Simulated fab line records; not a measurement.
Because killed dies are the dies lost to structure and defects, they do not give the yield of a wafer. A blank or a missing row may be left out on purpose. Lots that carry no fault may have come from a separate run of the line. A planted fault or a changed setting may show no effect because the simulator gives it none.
Problem report in the 8D (eight disciplines) form, filled by code | flow nand harc | the parts of the form that need people (team, actions taken, sign-off) are left out

## 1. PROBLEM STATEMENT
raw defect count at NHARC_A_CHANNEL_HOLE_D1_INSPECT_40 reads a mean of 718 on 6 wafers of 2 lots; wafers without a fault read 65 with a standard deviation of 21. That is +31 standard deviations from the usual mean.
Earliest sighting: wafer L983.1 on defect inspect-02 at day 11 03:26. Wafers with a number at this step in the record: 33, from 11 lots. By rule, "out" or "out of limits" means more than 4 standard deviations away from the usual mean. Any other wafer with a number is counted as sound.

## 2. WHAT IT IS AND WHAT IT IS NOT
question                    | is                     | is not
which readings at this step | raw defect count       | -
which lots                  | L983, L987             | L973, L974, L975, L977, L980, L981, L985, L992, L996
which wafers of those lots  | all that have a number | -
read on which gauges        | defect inspect-02      | defect inspect-01
when                        | from day 11 03:26      | up to then (18 sound wafers); but 9 sound wafers of L985, L992, L996 came after

## 3. SUSPECTS, AND WHAT RULES EACH OUT
Counting: a tool at a process step up to the reading stays a suspect if it ran every lot that is out and no sound lot after the first of them.
- the gauge at NHARC_A_CHANNEL_HOLE_D1_INSPECT_40 has been ruled out. All the wafers that are out were read on defect inspect-02, but those of them that NHARC_END_SORT_01 has rows for are out there too, on other tools.
- rie diel-08 at NHARC_A_CHANNEL_HOLE_D1_ETCH_34 (etches the open film in CF4/CHF3, target depth 154 nm, time 77 s): ruled out as a lasting fault. The sound lots L996 went through it after L983, its earliest lot that is out (day 10 22:08). NHARC_A_CHANNEL_HOLE_D1_ETCH_34 gives no start for some lots, so the hours and the order of its lots are those of NHARC_A_CHANNEL_HOLE_D1_ETCH_21.
- har etch-01 at NHARC_A_CHANNEL_HOLE_D1_ETCH_21 (etches the open film in C4F8/O2/Ar, time 514.3 s, target depth 1600 nm): kept. It processed each lot that is out, first L983 at day 10 22:08, and no sound lot thereafter; up to then, the last sound lot it processed was L981 at day 10 13:00.
- rie diel-10 at NHARC_A_CHANNEL_HOLE_D1_STRIP_27 (strips in O2): ruled out as a lasting fault. The sound lots L985, L996 went through it after L983, its earliest lot that is out (day 11 03:26). NHARC_A_CHANNEL_HOLE_D1_STRIP_27 gives no start for some lots, so the hours and the order of its lots are those of NHARC_A_CHANNEL_HOLE_D1_INSPECT_40.
Left after counting: har etch-01 at NHARC_A_CHANNEL_HOLE_D1_ETCH_21.

## 4. THE CAUSE (what the simulator had put in)
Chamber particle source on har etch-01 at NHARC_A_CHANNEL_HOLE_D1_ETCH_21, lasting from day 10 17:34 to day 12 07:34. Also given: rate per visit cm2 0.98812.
The count eliminated every tool but this one.

## 5. SEQUENCE OF EFFECTS, ordered by route
Each row: a reading whose mean over the struck wafers that have a number lies more than 3 standard deviations from the usual. Only readings whose record carries a usual standard deviation are examined. hours: median over the lots of the time between each lot's start at the first step of this table that gives one and its start at this step. sigmas: the change, counted in usual standard deviations.
hours | step                               | reading          | usual | on struck wafers | change | sigmas
0     | NHARC_A_CHANNEL_HOLE_D1_INSPECT_40 | raw defect count | 65    | 718              | +653   | +31
269   | NHARC_END_SORT_01                  | killed at array  | 29    | 92               | +63    | +6.3
269   | NHARC_END_SORT_01                  | killed dies      | 33    | 94               | +61    | +5.6

## 6. HOW IT WOULD HAVE BEEN CAUGHT EARLIER
10 hours passed between the start of the fault at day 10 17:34 and the first reading out of limits at a measuring or inspecting step in this record, taken at day 11 03:26.
An alarm limit of 4 standard deviations would not have fired on the tool readings at NHARC_A_CHANNEL_HOLE_D1_ETCH_21 for which the record gives a usual standard deviation, since none of them was out on any struck wafer.
Lots out: 2; of these, L987 started NHARC_A_CHANNEL_HOLE_D1_ETCH_21 on har etch-01 after day 11 03:26. Holding the tool at that time would have saved it.
